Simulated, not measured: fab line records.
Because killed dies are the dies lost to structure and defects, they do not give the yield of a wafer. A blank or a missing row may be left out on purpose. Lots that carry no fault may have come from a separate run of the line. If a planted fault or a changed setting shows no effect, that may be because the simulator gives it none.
Matching of chambers -- flow n5-finfet -- N5_HKMG_FIN_ALD_71 on ald-metal-01: 4 sister chambers
The step deposits TiN, target thk 1 nm, pulse time 1 s, purge time 3 s. 8 wafers are shown with their chamber, then 7 later ones without.

## WAFERS, EACH WITH ITS CHAMBER
wafer,chamber,heater-power-w (W),precursor-pulse-height-rel
L076.1,1,930,0.975
L078.3,3,924,0.976
L078.6,2,1022,1.007
L086.2,0,775,0.977
L086.3,1,913,0.995
L086.4,3,906,0.985
L089.1,2,1033,1.011
L089.5,0,774,1.030

## WAFERS MISSING THEIR CHAMBER
wafer,heater-power-w (W),precursor-pulse-height-rel
L089.6,931,0.979
L095.2,791,0.999
L095.5,783,1.021
L095.6,914,0.963
L096.3,889,0.986
L096.5,1009,0.981
L096.6,921,1.003

## EACH ONE'S CHAMBER
wafer,from the rows above,in truth
L089.6,can't be placed: 1 or 3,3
L095.2,0,0
L095.5,0,0
L095.6,can't be placed: 3 or 1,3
L096.3,can't be placed: 3 or 1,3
L096.5,2,2
L096.6,can't be placed: 1 or 3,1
Correct placement for 3 of the 7. Unplaceable from these rows: 4, with the true chamber sitting among the candidates in 4. Wrongly placed: 0.
How it was worked out, from the rows above alone: a wafer's distance from a chamber is the root of the sum, over the readings, of the square of ((its reading less the chamber's mean) divided by the reading's scatter). If the next closest chamber is less than 2 further off than the closest, the wafer can't be placed; otherwise it belongs to the closest. The mean given for a chamber averages the wafers shown for that chamber. The scatter is the square root of a quotient: the sum, over the shown wafers, of each reading's squared deviation from its chamber's mean, divided by wafers minus chambers.
